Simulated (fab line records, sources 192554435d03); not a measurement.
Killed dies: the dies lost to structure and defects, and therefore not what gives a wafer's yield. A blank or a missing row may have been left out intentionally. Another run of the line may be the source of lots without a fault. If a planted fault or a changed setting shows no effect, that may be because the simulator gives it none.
Matching of chambers    flow n5Finfet    N5_BEOL_M15_DESCUM_15 on rieDiel-01 has 4 sister chambers
The step chemistry O2, time 7.9 s. 4 wafers are shown with their chamber, then 7 later ones without.

## WAFERS WITH THEIR CHAMBER
wafer   chamber  drypumpMotorCurrentA (A)
L080.3  0        5.9
L083.6  3        6.2
L084.2  2        6.6
L084.4  1        4.7

## WAFERS WITH NO CHAMBER GIVEN
wafer   drypumpMotorCurrentA (A)
L084.5  4.7
L091.2  5.9
L091.4  6.2
L091.6  5.8
L093.1  6.5
L093.4  4.7
L093.6  5.9

## WHICH CHAMBER EACH ONE RAN IN
wafer   from the rows above  in truth
L084.5  1                    1
L091.2  0                    0
L091.4  3                    3
L091.6  0                    0
L093.1  2                    2
L093.4  1                    1
L093.6  0                    0
7 of 7 placed correctly. Not placeable from these rows: 0. Number placed wrongly: 0.
How it was worked out, from the rows above alone: a wafer's distance from a chamber is the root of the sum, over the readings, of the square of ((its reading less the chamber's mean) divided by the reading's scatter). If the next closest chamber is less than 2 further off than the closest, the wafer can't be placed; otherwise it belongs to the closest. Each chamber's mean is taken over the wafers shown for it. The scatter: with one shown wafer a chamber, the root of the mean of the squares of how far each hidden wafer lies from its nearest shown one.
